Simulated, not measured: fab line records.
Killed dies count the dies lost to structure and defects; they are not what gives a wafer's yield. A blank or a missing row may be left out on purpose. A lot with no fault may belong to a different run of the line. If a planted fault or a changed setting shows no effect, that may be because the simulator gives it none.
Matching of chambers	flow n5-finfet	N5_BEOL_M13_ETCH_67 on rie-diel-02 has 4 sister chambers
The step etches SiARC in CF4, target depth 143 nm, time 238.3 s. 18 wafers are shown with their chamber, then 9 later ones without.

WAFERS PAIRED WITH THEIR CHAMBERS
wafer	chamber	showerhead-plenum-p-Torr (Torr)	throttle-valve-pct (%)	etch-rf-on-time-s (s)
L074.2	3	2.02	15.78	256
L074.3	2	2.13	15.76	226
L074.5	1	2.25	15.45	226
L075.3	3	2.02	15.80	253
L075.5	0	2.06	15.47	241
L075.6	1	2.25	15.46	225
L078.1	1	2.25	15.45	226
L078.3	3	2.02	15.84	255
L078.6	3	2.02	15.82	257
L076.1	1	2.25	15.47	227
L076.4	0	2.06	15.48	244
L076.5	1	2.25	15.46	225
L077.1	1	2.25	15.45	225
L077.4	2	2.13	15.77	226
L077.5	2	2.13	15.77	224
L084.1	1	2.25	15.48	222
L084.4	3	2.01	15.84	255
L084.6	3	2.01	15.83	257

SIGNATURES (averages over the wafers above)
reading	chamber 0	chamber 1	chamber 2	chamber 3	scatter within a chamber
showerhead-plenum-p-Torr	2.0600	2.2500	2.1300	2.0167	0.00309
throttle-valve-pct	15.4750	15.4600	15.7667	15.8183	0.0165
etch-rf-on-time-s	242.50	225.14	225.33	255.50	1.55
Rule: a wafer's distance from a chamber is the root of the sum, over the readings, of the square of ((its reading less the chamber's mean) divided by the reading's scatter). The wafer belongs to the nearest chamber; if the next one is less than 2 further off, it can't be placed. The scatter: the root of (the sum of the squares of (reading less its chamber's mean) over the shown wafers, divided by (wafers less chambers)).

WAFERS WHOSE CHAMBER IS MISSING
wafer	showerhead-plenum-p-Torr (Torr)	throttle-valve-pct (%)	etch-rf-on-time-s (s)
L087.1	2.24	15.51	226
L087.2	2.12	15.83	226
L087.4	2.12	15.82	226
L090.1	2.24	15.54	225
L090.3	2.26	15.39	245
L090.5	2.26	15.39	246
L095.2	2.12	15.42	220
L095.4	2.04	15.57	244
L095.5	2.04	15.58	245

WHICH CHAMBER EACH WENT THROUGH
wafer	from the rows above	in truth
L087.1	1	1
L087.2	2	2
L087.4	2	2
L090.1	1	1
L090.3	1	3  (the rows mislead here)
L090.5	1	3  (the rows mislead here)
L095.2	2	2
L095.4	0	0
L095.5	0	0
Placed correctly: 7 of 9. From these rows, 0 cannot be placed. Wrongly placed: 2.
